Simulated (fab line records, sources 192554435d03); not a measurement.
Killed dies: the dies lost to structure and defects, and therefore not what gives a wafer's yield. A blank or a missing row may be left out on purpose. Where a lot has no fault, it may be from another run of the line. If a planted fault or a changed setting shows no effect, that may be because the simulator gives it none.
Which of the tools did it? / flow n5-finfet / Sampling: 11 lots, 33 wafers, 3 of 1938 route steps

## WHAT EACH GAUGE READ, for each wafer
N5_PASSIVATION_OVL_MEAS_66. Usual: for PASS_OPEN_OVL the level is 2 nm and the standard deviation is 5.3.
lot=L380; measured=day 13 07:59; on=overlay-02; PASS_OPEN_OVL (nm)=9 -1 4; flag=
lot=L382; measured=day 14 00:27; on=overlay-01; PASS_OPEN_OVL (nm)=2 -6 -2; flag=
lot=L383; measured=day 13 23:58; on=overlay-02; PASS_OPEN_OVL (nm)=7 -6 3; flag=
lot=L384; measured=day 14 22:18; on=overlay-01; PASS_OPEN_OVL (nm)=-9 -3 4; flag=
lot=L387; measured=day 14 16:48; on=overlay-02; PASS_OPEN_OVL (nm)=0 3 0; flag=
lot=L392; measured=day 16 09:02; on=overlay-01; PASS_OPEN_OVL (nm)=-4 6 6; flag=
lot=L393; measured=day 16 23:16; on=overlay-01; PASS_OPEN_OVL (nm)=-6 -5 -5; flag=
lot=L395; measured=day 16 03:43; on=overlay-01; PASS_OPEN_OVL (nm)=2 4 4; flag=
lot=L396; measured=day 17 10:38; on=overlay-02; PASS_OPEN_OVL (nm)=-4 -6 -4; flag=
lot=L399; measured=day 17 22:15; on=overlay-01; PASS_OPEN_OVL (nm)=4 -2 2; flag=
lot=L401; measured=day 18 14:04; on=overlay-02; PASS_OPEN_OVL (nm)=5 4 4; flag=

## EACH LOT AND THE TOOL THAT RAN IT (in order: tool; ch and the chambers of the sampled wafers; start)
lot=L380; N5_DUMMY_GATE_ALD_02=ald-sin-01 ch 1,2, day 2 19:08; N5_PASSIVATION_AL_ETCH_33=rie-metal-01 ch 0,1, day 13 06:23
lot=L382; N5_DUMMY_GATE_ALD_02=ald-sin-01 ch 0,1, day 3 07:50; N5_PASSIVATION_AL_ETCH_33=rie-metal-02 ch 0,1, day 13 22:37
lot=L383; N5_DUMMY_GATE_ALD_02=ald-sin-01 ch 1,2,3, day 3 13:11; N5_PASSIVATION_AL_ETCH_33=rie-metal-03 ch 0,1, day 13 22:23
lot=L384; N5_DUMMY_GATE_ALD_02=ald-sin-02 ch 0,1,3, day 3 21:35; N5_PASSIVATION_AL_ETCH_33=rie-metal-02 ch 0,1, day 14 20:43
lot=L387; N5_DUMMY_GATE_ALD_02=ald-sin-03 ch 2,3, day 4 13:40; N5_PASSIVATION_AL_ETCH_33=rie-metal-01 ch 0,1, day 14 14:58
lot=L392; N5_DUMMY_GATE_ALD_02=ald-sin-01 ch 0,1,2, day 5 21:39; N5_PASSIVATION_AL_ETCH_33=rie-metal-02 ch 0,1, day 16 06:53
lot=L393; N5_DUMMY_GATE_ALD_02=ald-sin-01 ch 1,2,3, day 6 01:40; N5_PASSIVATION_AL_ETCH_33=rie-metal-02 ch 0,1, day 16 21:32
lot=L395; N5_DUMMY_GATE_ALD_02=ald-sin-01 ch 0,2, day 6 13:08; N5_PASSIVATION_AL_ETCH_33=rie-metal-01 ch 0, day 16 01:46
lot=L396; N5_DUMMY_GATE_ALD_02=ald-sin-01 ch 1,2,3, day 6 19:26; N5_PASSIVATION_AL_ETCH_33=rie-metal-03 ch 0,1, day 17 09:02
lot=L399; N5_DUMMY_GATE_ALD_02=ald-sin-01 ch 0,1,2, day 7 13:53; N5_PASSIVATION_AL_ETCH_33=rie-metal-03 ch 0,1, day 17 20:31
lot=L401; N5_DUMMY_GATE_ALD_02=ald-sin-03 ch 0,2,3, day 8 02:25; N5_PASSIVATION_AL_ETCH_33=rie-metal-01 ch 0, day 18 11:43
- N5_DUMMY_GATE_ALD_02: deposits SiO2, target thk 2 nm, pulse time 1 s.
- N5_PASSIVATION_AL_ETCH_33: etches Al in Cl2/BCl3, stops on TaN, target depth 2800 nm, time 466.7 s.

## AS READ BY THE TOOLS THEMSELVES (means over the sampled wafers that have a number; for cases with no such wafer, the mark the record gives instead)
N5_DUMMY_GATE_ALD_02. Usual: heater-power-w 463 W, standard deviation 35; precursor-pulse-height-rel 0.997, standard deviation 0.019.
lot=L380; tool=ald-sin-01; heater-power-w (W)=511; precursor-pulse-height-rel=1.003; flag=
lot=L382; tool=ald-sin-01; heater-power-w (W)=437; precursor-pulse-height-rel=1.034; flag=
lot=L383; tool=ald-sin-01; heater-power-w (W)=489; precursor-pulse-height-rel=1.009; flag=
lot=L384; tool=ald-sin-02; heater-power-w (W)=444; precursor-pulse-height-rel=0.999; flag=
lot=L387; tool=ald-sin-03; heater-power-w (W)=456; precursor-pulse-height-rel=0.998; flag=
lot=L392; tool=ald-sin-01; heater-power-w (W)=476; precursor-pulse-height-rel=0.989; flag=
lot=L393; tool=ald-sin-01; heater-power-w (W)=491; precursor-pulse-height-rel=0.987; flag=
lot=L395; tool=ald-sin-01; heater-power-w (W)=495; precursor-pulse-height-rel=0.999; flag=
lot=L396; tool=ald-sin-01; heater-power-w (W)=481; precursor-pulse-height-rel=0.998; flag=
lot=L399; tool=ald-sin-01; heater-power-w (W)=485; precursor-pulse-height-rel=0.983; flag=
lot=L401; tool=ald-sin-03; heater-power-w (W)=472; precursor-pulse-height-rel=0.979; flag=

N5_PASSIVATION_AL_ETCH_33. Usual: bcl3-flow-sccm 60.04 sccm, standard deviation 0.17; drypump-motor-current-A 5.5 A, standard deviation 0.37; oes-product-au 0.71 a.u., standard deviation 0.07; throttle-valve-pct 34.25 %, standard deviation 0.28.
lot=L380; tool=rie-metal-01; bcl3-flow-sccm (sccm)=59.99; drypump-motor-current-A (A)=5.9; oes-product-au (a.u.)=0.66; throttle-valve-pct (%)=33.80; flag=
lot=L382; tool=rie-metal-02; bcl3-flow-sccm (sccm)=59.94; drypump-motor-current-A (A)=5.4; oes-product-au (a.u.)=0.75; throttle-valve-pct (%)=34.39; flag=
lot=L383; tool=rie-metal-03; bcl3-flow-sccm (sccm)=60.05; drypump-motor-current-A (A)=5.3; oes-product-au (a.u.)=0.72; throttle-valve-pct (%)=34.47; flag=
lot=L384; tool=rie-metal-02; bcl3-flow-sccm (sccm)=60.08; drypump-motor-current-A (A)=5.4; oes-product-au (a.u.)=0.76; throttle-valve-pct (%)=34.34; flag=
lot=L387; tool=rie-metal-01; bcl3-flow-sccm (sccm)=59.93; drypump-motor-current-A (A)=5.9; oes-product-au (a.u.)=0.65; throttle-valve-pct (%)=33.79; flag=
lot=L392; tool=rie-metal-02; bcl3-flow-sccm (sccm)=60.02; drypump-motor-current-A (A)=5.4; oes-product-au (a.u.)=0.73; throttle-valve-pct (%)=34.40; flag=
lot=L393; tool=rie-metal-02; bcl3-flow-sccm (sccm)=59.98; drypump-motor-current-A (A)=5.3; oes-product-au (a.u.)=0.74; throttle-valve-pct (%)=34.34; flag=
lot=L395; tool=rie-metal-01; bcl3-flow-sccm (sccm)=59.92; drypump-motor-current-A (A)=5.9; oes-product-au (a.u.)=0.67; throttle-valve-pct (%)=33.67; flag=
lot=L396; tool=rie-metal-03; bcl3-flow-sccm (sccm)=60.00; drypump-motor-current-A (A)=5.3; oes-product-au (a.u.)=0.70; throttle-valve-pct (%)=34.50; flag=
lot=L399; tool=rie-metal-03; bcl3-flow-sccm (sccm)=60.02; drypump-motor-current-A (A)=5.3; oes-product-au (a.u.)=0.70; throttle-valve-pct (%)=34.50; flag=
lot=L401; tool=rie-metal-01; bcl3-flow-sccm (sccm)=59.80; drypump-motor-current-A (A)=5.9; oes-product-au (a.u.)=0.66; throttle-valve-pct (%)=33.66; flag=

## THE ANSWER, worked out from the rows above alone
Rule: a lot counts as off when the mean over its wafers that have a number is more than 3 standard deviations away from the usual mean. A lot without any number at a reading at which 4 lots or more have one is off too. Where the step has rows for the other lots, those lots are counted as sound. First the gauges in route order, then the tools' own readings, where a lot's mean is used as printed above. The first step at which some lot is off is used, and at that step the reading that is off furthest; a lot without a number counts as furthest.
No lot is off on any of the readings shown, so nothing can be concluded from this.

## WHAT THE SIMULATOR PUT IN
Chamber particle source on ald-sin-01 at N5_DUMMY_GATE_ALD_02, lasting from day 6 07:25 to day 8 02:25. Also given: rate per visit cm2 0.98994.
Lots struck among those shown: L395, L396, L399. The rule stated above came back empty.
